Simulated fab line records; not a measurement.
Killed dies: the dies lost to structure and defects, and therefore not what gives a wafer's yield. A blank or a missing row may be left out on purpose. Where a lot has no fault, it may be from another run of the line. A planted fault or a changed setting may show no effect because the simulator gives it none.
fab line records | flow n5-finfet
[record] lots = 3 | wafers = 9 | last-day = 16
route steps=1938 shown BEOL_M4@1099 BEOL_M5@1112 BEOL_M6@1236 PASSIVATION@1936
lots that met no fault: from a run of the same line without faults
start-h: start of the lot's first displayed wafer, in hours after the record's first day | wait-h: how many hours have passed since the lot's step before this one | " repeats the value in the row above | L1.1+2: one row covering several wafers at once | - no value present, or no start provided | * or withheld: withheld | < > ~ a bound
route shown NAME@n: a module of which the file shows steps, and the number in the route of the first | usual: mean/standard deviation taken from wafers without a fault | same: alike in all rows | chamber/n: place in a boat | sites: readings site by site | _std_site: standard deviation across them | _edge_site: the outer-site mean with the inner-site mean subtracted | radius-mm: how far each site lies from the wafer's centre | mask NAME#n: copy n | behind: the tool/chamber that last shaped the wafer | hold: reason for holding the lot/hours on hold/outcome of the hold | device: which transistor (n, p or np) failed to switch | end of line: the same wafers' tests at the end of the route | for a step that has no rows: nothing shown but its recipe | killed: dies lost to structure and defects at the first sort, not the wafer's yield | map: shows each die of a wafer: x if killed, . if not, _ if none is there
set.NAME: the run value of the setting; set.NAME@STEP: its run value at that earlier step | model.NAME: the simulator's own value behind a step, which no gauge read
certain route steps with their lots: each step a table, each wafer a row
services: from which hour (start-h, from the record's first day; less than 0 if before it) a tool's chamber was out of use, for how many hours, and why
[[steps]]
[step N5_BEOL_M4_ANNEAL_95]
[recipe] temp-c = 400 | time-s = 240 | ambient = vacuum
[step N5_BEOL_M4_SPUTTER_96]
[recipe] material = Cu | target-thk-a = 45 | temp-c = -20 | chamber-pressure-pa = 0.07 | power-w = withheld | time-s = 8.29
[step N5_BEOL_M4_ECD_50]
[recipe] material = Cu | target-thk-a = 3000
[step N5_BEOL_M4_ANNEAL_51]
[recipe] temp-c = 225 | time-s = 90 | ambient = N2
[step N5_BEOL_M4_CMP_52]
[recipe] stop-on = SiOC | t-overpolish-s = 6.8 | down-force-psi = 1 | platen-rpm = 50 | clearing-platen-down-force-psi = 1.5 | clearing-platen-rpm = 50 | post-cmp-clean = cu-alkaline | target-thk-nm = 40 | clearing-platen-pad-velocity-m-s = 0.99484 | pad-velocity-m-s = 0.99484
[step N5_BEOL_M4_PRE_CLEAN_60]
[recipe] gas = NH3/H2 | time-s = 15 | temp-c = * | rf-power-w = 300
[step N5_BEOL_M4_CO_CAP_55]
[recipe] material = Co | target-thk-a = 20 | temp-c = 200 | precursor = CCTBA/H2 | pressure-torr = 30 | time-s = 102.1
[step N5_BEOL_M4_PRE_CLEAN_56]
[recipe] gas = NH3 | time-s = 15 | temp-c = withheld | rf-power-w = 300
[step N5_BEOL_M4_DEP_57]
[recipe] material = SiCN | target-thk-a = 80 | temp-c = withheld | precursor = 3MS/NH3 | pressure-torr = 3 | rf-w = 202 | time-s = 14
[step N5_BEOL_M4_RC_MEAS_101]
[usual] DIBL_N = 36.4/2 | DIBL_P = 36.1/2.5 | IOFF_N = 0.16/0.037 | IOFF_P = 0.20/0.038 | ION_N = 670/13 | ION_P = 459/8.3 | SS_N = 71.6/0.69 | SS_P = 73.3/0.72 | VT_N = 250/3.4 | VT_P = -251/3.1
lot.wafer | tool      | chamber | start-h | wait-h | DIBL_N[mV/V] | DIBL_P[mV/V] | IOFF_N[nA/um] | IOFF_P[nA/um] | ION_N[uA/um] | ION_P[uA/um] | SS_N[mV/dec] | SS_P[mV/dec] | VT_N[mV] | VT_P[mV]
L687.1    | prober-01 | 0       | 207.34  | 0.0    | 36.1         | 34.7         | 0.14          | 0.21          | 668          | 463          | 70.7         | 73.2         | 252      | -250
L687.4    | "         | 0       | "       | "      | 38.1         | 37.6         | 0.19          | 0.27          | 664          | 459          | 72.0         | 73.7         | 248      | -245
L687.5    | "         | 0       | "       | "      | 36.6         | 34.5         | 0.16          | 0.20          | 663          | 454          | 71.6         | 73.2         | 250      | -252
L691.1    | prober-01 | 0       | 235.89  | 0.0    | 36.6         | 35.4         | 0.16          | 0.21          | 668          | 460          | 71.5         | 73.7         | 249      | -247
L691.3    | "         | 0       | "       | "      | 35.3         | 33.5         | 0.14          | 0.18          | 668          | 462          | 70.6         | 73.3         | 249      | -252
L691.5    | "         | 0       | "       | "      | 35.0         | 33.5         | 0.14          | 0.18          | 676          | 457          | 71.9         | 72.9         | 249      | -253
L697.1    | prober-01 | 0       | 290.32  | 0.0    | 36.3         | 36.2         | 0.14          | 0.23          | 659          | 468          | 71.4         | 73.5         | 250      | -247
L697.3    | "         | 0       | "       | "      | 37.3         | 38.6         | 0.16          | 0.26          | 664          | 470          | 71.3         | 73.9         | 251      | -245
L697.5    | "         | 0       | "       | "      | 36.1         | 37.3         | 0.14          | 0.24          | 672          | 476          | 71.2         | 73.3         | 252      | -246
[step N5_BEOL_M5_ILD_DEP_00]
[recipe] material = SiCOH_lowk | target-thk-a = 1406.4 | temp-c = 300 | precursor = DEMS/porogen | pressure-torr = 5 | rf-w = 500 | time-s = 25.9
[step N5_BEOL_M5_CURE_79]
[recipe] temp-c = 385 | time-s = 240 | ambient = He/Ar | material = SiCOH_lowk
[step N5_BEOL_M5_PECVD_70]
[recipe] material = SiO2 | target-thk-a = 160 | temp-c = 400 | precursor = TEOS/O2 | pressure-torr = 5.5 | rf-w = 450 | teos-flow-sccm = 53.8 | gas = O2 | flow-sccm = 3000 | time-s = 18
[step N5_BEOL_M5_HM_DEP_02]
[recipe] material = TiN | target-thk-a = 200 | temp-c = 25 | chamber-pressure-pa = 0.49996
[step N5_BEOL_M5_COAT_59]
[recipe] resist = SOC | temp-c = 250 | time-s = 60 | spin-rpm = 1500 | resist-thk-nm = 60
[step N5_BEOL_M5_COAT_60]
[recipe] resist = SiARC | temp-c = 220 | time-s = 60 | spin-rpm = 1500 | resist-thk-nm = 12
[step N5_BEOL_M5_COAT_71]
[recipe] resist = underlayer | temp-c = 205 | time-s = 60 | spin-rpm = 1500 | resist-thk-nm = 5
[step N5_BEOL_M5_COAT_05]
[recipe] resist = CAR-EUV | spin-rpm = 1500 | resist-thk-nm = 30
[step N5_BEOL_M5_EBR_07]
[recipe] solvent = PGMEA | ebr-width-mm = 1.5
[step N5_BEOL_M5_SOFTBAKE_06]
[recipe] temp-c = 110 | time-s = 60 | resist = CAR-EUV
[step N5_BEOL_M5_EXPOSE_08]
[recipe] mask-id = M5 | na = 0.33 | source-shape = annular | sigma-inner = 0.4 | sigma-outer = 0.8 | polarization = unpolarized | target-cd-nm = 28 | dose-mj = 35.75
[step N5_BEOL_M5_PEB_09]
[recipe] peb-temp-c = 100 | peb-time-s = 60 | resist = CAR-EUV
[step N5_BEOL_M5_DEVELOP_10]
[recipe] develop-time-s = 30 | developer = TMAH | resist = CAR-EUV | rinse-liquid = surfactant-rinse | dry = air-spin | dev-temp-c = 23
[step N5_BEOL_M5_DESCUM_16]
[recipe] chemistry = O2 | time-s = 7 | source-power-w = 50 | bias-power-w = 20 | pressure-mtorr = 20 | rf-frequency-hz = 2.712e+07 | temp-c = 40 | resist = CAR-EUV | o2-flow-sccm = 225
[step N5_BEOL_M5_ETCH_72]
[recipe] chemistry = N2/H2 | target = underlayer | target-depth-a = 65 | mask-material = CAR-EUV | time-s = 5.2 | ion-energy-ev = 200 | pressure-mtorr = 30 | source-w = 840 | bias-w = 150 | n2-flow-sccm = 200 | h2-flow-sccm = 200 | ends = cleared
[step N5_BEOL_M5_ETCH_61]
[recipe] chemistry = CF4 | target = SiARC | target-depth-a = 156 | mask-material = CAR-EUV | time-s = 26 | ion-energy-ev = 80 | pressure-mtorr = 40 | source-w = 545 | bias-w = 36 | Ar_flow_sccm = 100 | cf4-flow-sccm = 100 | ends = cleared
[step N5_BEOL_M5_ETCH_62]
[recipe] chemistry = N2/H2 | target = SOC | target-depth-a = 750 | overetch-a = 150 | mask-material = SiARC | temp-c = 40 | time-s = 112.5 | ion-energy-ev = 200 | pressure-mtorr = 30 | source-w = 840 | bias-w = 150 | n2-flow-sccm = 200 | h2-flow-sccm = 200
[step N5_BEOL_M5_STRIP_63]
[recipe] chemistry = N2/H2 | temp-c = 40 | n2-flow-sccm = 200 | h2-flow-sccm = 200 | rf-frequency-hz = 6e+07
[step N5_BEOL_M5_STRIP_73]
[recipe] chemistry = N2/H2 | temp-c = 40 | n2-flow-sccm = 200 | h2-flow-sccm = 200 | rf-frequency-hz = 6e+07
[step N5_BEOL_M5_STRIP_64]
[recipe] chemistry = CF4 | resist = SiARC | power-w = 300 | bias-power-w = 75 | pressure-mtorr = 50 | cf4-flow-sccm = 150 | rf-frequency-hz = 6e+07
[step N5_BEOL_M5_HM_OPEN_17]
[recipe] chemistry = Cl2/BCl3 | target-depth-a = 200 | overetch-a = 60 | target = TiN | mask-material = SOC | ion-energy-ev = 150 | pressure-mtorr = 10 | icp-w = 1000 | bias-w = 126 | Cl2_flow_sccm = 53.25 | bcl3-flow-sccm = 21.75 | Ar_flow_sccm = 25
[step N5_BEOL_M5_STRIP_19]
[recipe] chemistry = O2 | power-w = 400 | temp-c = 40 | pressure-mtorr = 30 | rf-frequency-hz = 6e+07 | bias-power-w = 0 | overash-fraction = 0.2 | o2-flow-sccm = 225
[step N5_BEOL_M5_COAT_65]
[recipe] resist = SOC | temp-c = 250 | time-s = 60 | spin-rpm = 1500 | resist-thk-nm = 60
[step N5_BEOL_M5_COAT_66]
[recipe] resist = SiARC | temp-c = 220 | time-s = 60 | spin-rpm = 1500 | resist-thk-nm = 12
[step N5_BEOL_M6_VIA_ETCH_34]
[recipe] chemistry = C4F6/O2 | target = SiCOH_lowk | target-depth-a = 1263 | mask-material = SOC | taper-deg = 4 | time-s = 50.9 | ion-energy-ev = 250 | pressure-mtorr = 30 | source-w = 345 | bias-w = 185 | Ar_flow_sccm = 300 | C4F6_flow_sccm = 10 | O2_flow_sccm = 10
[usual] drypump-motor-current-A = 5.7/0.37 | oes-product-au = 0.81/0.1 | rf-vpp-V = 657/17 | run-length-s = 74.5/0.38 | showerhead-plenum-p-Torr = 2.84/0.11 | throttle-valve-pct = 20.76/0.21
lot.wafer | tool        | chamber | start-h | wait-h | drypump-motor-current-A | oes-product-au | rf-hours-counter-h | rf-vpp-V | run-length-s | showerhead-plenum-p-Torr | throttle-valve-pct | model.etch.depth-nm | model.SOC_of_BEOL_M6_COAT_63.thk-nm
L687.1    | rie-diel-04 | 2       | 228.81  | 0.0    | 5.3                     | 0.67           | 263                | 647      | 74.4         | 2.80                     | 21.17              | 122.8               | 54.2
L687.4    | "           | 2       | "       | "      | 5.3                     | 0.66           | -                  | 646      | 74.6         | 2.80                     | 21.17              | 121.9               | 54.2
L687.5    | "           | 3       | "       | "      | 6.1                     | 0.89           | -                  | 674      | 74.1         | 2.80                     | 20.55              | 126.3               | 54.2
L691.1    | rie-diel-02 | 1       | 255.96  | 0.0    | 5.9                     | 0.86           | 39                 | 683      | 74.7         | 2.88                     | 20.46              | 122.8               | 53.8
L691.3    | "           | 2       | "       | "      | 5.6                     | 0.92           | 9                  | 633      | 74.8         | 2.79                     | 20.64              | 125.6               | 54
L691.5    | "           | 1       | "       | "      | 5.9                     | 0.86           | -                  | 681      | 74.8         | 2.88                     | 20.43              | 121.7               | 54
L697.1    | rie-diel-04 | 3       | 308.22  | 0.0    | 6.1                     | 0.85           | 66                 | 674      | 60.3         | 2.78                     | 20.58              | 92.13               | 55.8
L697.3    | "           | 2       | "       | "      | 5.3                     | 0.91           | 23                 | 646      | 74.2         | 2.78                     | 20.79              | 121.1               | 54.4
L697.5    | "           | 2       | "       | "      | 5.3                     | 0.91           | -                  | 647      | 74.2         | 2.78                     | 20.78              | 121.4               | 54.4
[step N5_PASSIVATION_PROBE_49]
[usual] defect-limited-yield = 91.2/1.6 | killed_at_M0_to_M3 = 34/11 | killed_at_M4_up = 13/5.2 | killed-at-contacts = 13/6.3 | killed-at-front-end = 40/14 | killed-at-other = 3.2/2.4 | killed-dies = 104/19 | killed-on-rim = 14/4.2 | killed-open = 69/14 | killed-short = 32/7.5 | sort_bin_5_function = 5.3/1.1 | sort_bin_6_memory = 3.2/0.73 | sort_bin_8_speed = 0.01/0.038 | sort-n-pass = 1076/19 | sort-yield-pct = 91.2/1.6
[same] gross-dies = 1180 | killed-at-back-side = 0 | sort_bin_4_leakage[%] = 0
lot.wafer | tool      | chamber | start-h | wait-h | defect-limited-yield[%] | killed_at_M0_to_M3 | killed_at_M4_up | killed-at-contacts | killed-at-front-end | killed-at-other | killed-dies | killed-on-rim | killed-open | killed-short | sort_bin_5_function[%] | sort_bin_6_memory[%] | sort_bin_8_speed[%] | sort-n-pass | sort-yield-pct[%]
L697.1    | prober-01 | -       | 393.34  | 0.0    | 21.5                    | 36                 | 826             | 36                 | 25                  | 3               | 926         | 91            | 77          | 28           | 75.9                   | 2.2                  | 0                   | 254         | 21.5
// killed by level:class
L697.1 BEOL_M6:area-etch=820 MOL_CONTACT_COAG:geometric-particle:open=29 BEOL_M2:geometric-particle:open=11 STI_FIN_REVEAL:geometric-particle:open=9 MOL_CONTACT_COAG:geometric-particle:short=7 BEOL_M0_SAQP:geometric-particle:short=6 BEOL_M0:geometric-particle:open=5 BEOL_M3:geometric-particle:open=5
// map L697.1 (x killed, . not)
_________________xxxxx.x.....________________
______________xxxxxxx.x......xxx_____________
___________.xxxxxxx.xxxxx.x.xxxx..x__________
__________xxxxxxxxxxxxxxxxx.xxxxxxx._________
________..xx.xxxxxxxxxxxx.xxxxxxxxxxx._______
_______x...x.xxxxx.xxxxxxxxxxxxxxxxxxx.______
______x...x.xxxxxxxxxxxxxxxxxxxxxxxxx.x._____
_____xx.xxxxxxxxxxxxxxx.xxxxxxxxxxx......____
____x..x..xxxxxxxxxxxxxxxxxxxxxxxxx.......___
___.xxxx.xxxxxxxxxxxxxxxxxxxxxxx.x.....x...__
___x..x.xxxxxxxxxxxxxxxxxxxxxxxxx.x...x....__
__xxxxxxxxxxxxxxxxxxxxxxxxxxxxxxx..........x_
__xxxxxxxxxxxxxxxxxxxxxxxxxxxxxxxx.........._
_xxxxxxxxxxxxxxxxxxxxxxxxxxxxxxxxx...x...x...
_xxxxxxxxxxxxxxxxxxxxxxxxxxxxxxxxxxx...xx...x
_xxxxxxxxxxxxxxxxxxxxxxxxxxxxxxxxxxxx........
_xxxxxxxxxxxxxxxxxxxxxxxxxxxxxxxxxxxx...x...x
_xxxxxxxxxxxxxxxxxxxxxxxxxxxxxxxx.xxx........
_xxxxxxxxxxxxxxxxxxxxxxxxxxxxxxxxxxxxx.x.....
_xxxxxxxxxxxxxxxxxxxxxxxxxxxxxxxxxx.xx.......
_xxxxxxxxxxxxxxxxxxxxxxxxxxxxxxxxxx.x...x.xx.
__xxxxxxxxxxxxxxxxxxxxxxxxxxxxxxxxxxxx.xx..._
__xxxxxxxxxxxxxxxxxxxxxxxxxxxxxxx..xxxx.x..._
___xxxxxxxxxxxxxxxxxxxxxxxxxxx.xxx.x..x....__
___xxxxxxxxxxxxxxxxxxxxxxxxxxxxxx..xx.x....__
____xxxxxxxxxxxxxxxxxxxxxxxxxxx.xx........___
_____xxxxxxxxxxxxxxxxxxxxxxxx....x.......____
______xxxxxxxxxxxxxxxx.xxxx...xx.x......_____
_______xxxxxxxxxxxxxxxxx.xx.xx....xx..x______
________xxxxxxxxxxxxxxxxxxx.x.....xxxx_______
__________xxxxxxxxxxxxxxx........xx._________
___________xxxxxxxxxxxxxx..x....xx.__________
______________xxxxxxx.xxx.xx...x_____________
_________________xx.xx.xx....________________
// map L687.4 (x killed, . not)
_________________....x.......________________
______________..........x......._____________
___________.x............xx........__________
__________............x............._________
________........x........x...........x_______
_______x..x................x...........______
______..x.....x...x....................._____
_____.x...x...................x..........____
____......................................___
___........x..........x..xx.x..x...........__
___.x.....x...x......x.........xx..........__
__..............x..x....x..................._
__x..........................x..x...x.....x._
_........x.........xx.x..x.x.................
_........x..........................x......x.
_.........x....x..................x..........
_...xx........x.............x..x............x
_.....................xx........x.x....x.....
_...............x.x..........................
_................x.....x.....................
_...................x...x....x..xx......x....
__.....xx....x.............................._
__........xx.....x...............x....x....._
___.x...x....x..x...x......................__
___.......x...x....x...x...x...............__
____.....x........x......x.x.....x........___
_____.x...x.x...........x.............x..____
______xx........x...........xx....x....._____
_______x.x........x....................______
________....x.......x.........x......._______
__________..........x..............x_________
___________..............x.........__________
______________...x...x.x....x..._____________
_________________.x.....x....________________
[[services]]
tool        | chamber | start-h | hours | kind
rie-diel-02 | 2       | 205.13  | -     | clean
rie-diel-02 | 2       | 205.13  | -     | consumable-replace:focus-ring
rie-diel-02 | 2       | 205.13  | 22.7  | scheduled-down
rie-diel-02 | 2       | 205.13  | 22.7  | vent-cycle
rie-diel-02 | 3       | 230.91  | 5.1   | repair
rie-diel-04 | 2       | 237.62  | -     | clean
rie-diel-04 | 2       | 237.62  | -     | consumable-replace:focus-ring
rie-diel-04 | 2       | 237.62  | 14.2  | scheduled-down
rie-diel-04 | 2       | 237.62  | 14.2  | vent-cycle
rie-diel-02 | 0       | 277.44  | -     | clean
rie-diel-02 | 0       | 277.44  | -     | consumable-replace:focus-ring
rie-diel-02 | 0       | 277.44  | -     | consumable-replace:showerhead
rie-diel-02 | 3       | 294.33  | -     | clean
rie-diel-02 | 3       | 294.33  | -     | consumable-replace:focus-ring
rie-diel-02 | 3       | 294.33  | 19.3  | scheduled-down
rie-diel-02 | 3       | 294.33  | 19.3  | vent-cycle
rie-diel-04 | 1       | 306.00  | -     | clean
rie-diel-04 | 1       | 306.00  | -     | consumable-replace:focus-ring
rie-diel-04 | 1       | 306.00  | 15.0  | scheduled-down
rie-diel-04 | 1       | 306.00  | 15.0  | vent-cycle
[[key]]
[first-sign] step = N5_BEOL_M6_VIA_ETCH_34 | reading = run-length-s | direction = down | sigmas = 37 | usual = * | struck = *
[effect] step = N5_PASSIVATION_PROBE_49 | reading = killed_at_M4_up | direction = up | sigmas = 99+ | usual = 13 | struck = 826
[model-effect] step = N5_BEOL_M6_VIA_ETCH_34 | value = etch.depth-nm | without = 125.4 | struck = 92.13
[more-kills-born-at] N5_BEOL_M6_VIA_ETCH_34@rie-diel-04 = 820
met-at N5_BEOL_M6_VIA_ETCH_34
struck-wafers L697.1
later-rows-left-out L697.1
onset-between 228.81 308.22
[fault] kind = process-parameter-drift | tool = rie-diel-04 | chamber = - | onset-h = 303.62 | steps = N5_BEOL_M6_VIA_ETCH_34 | channel = time-s | offset = * | shape = step | end-h = 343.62 | scope = struck-wafers-only | acts-in = * | stated = *
// later-rows-left-out: the simulator's readings of these wafers behind a module that went badly wrong aren't trusted and aren't shown, but for the sort
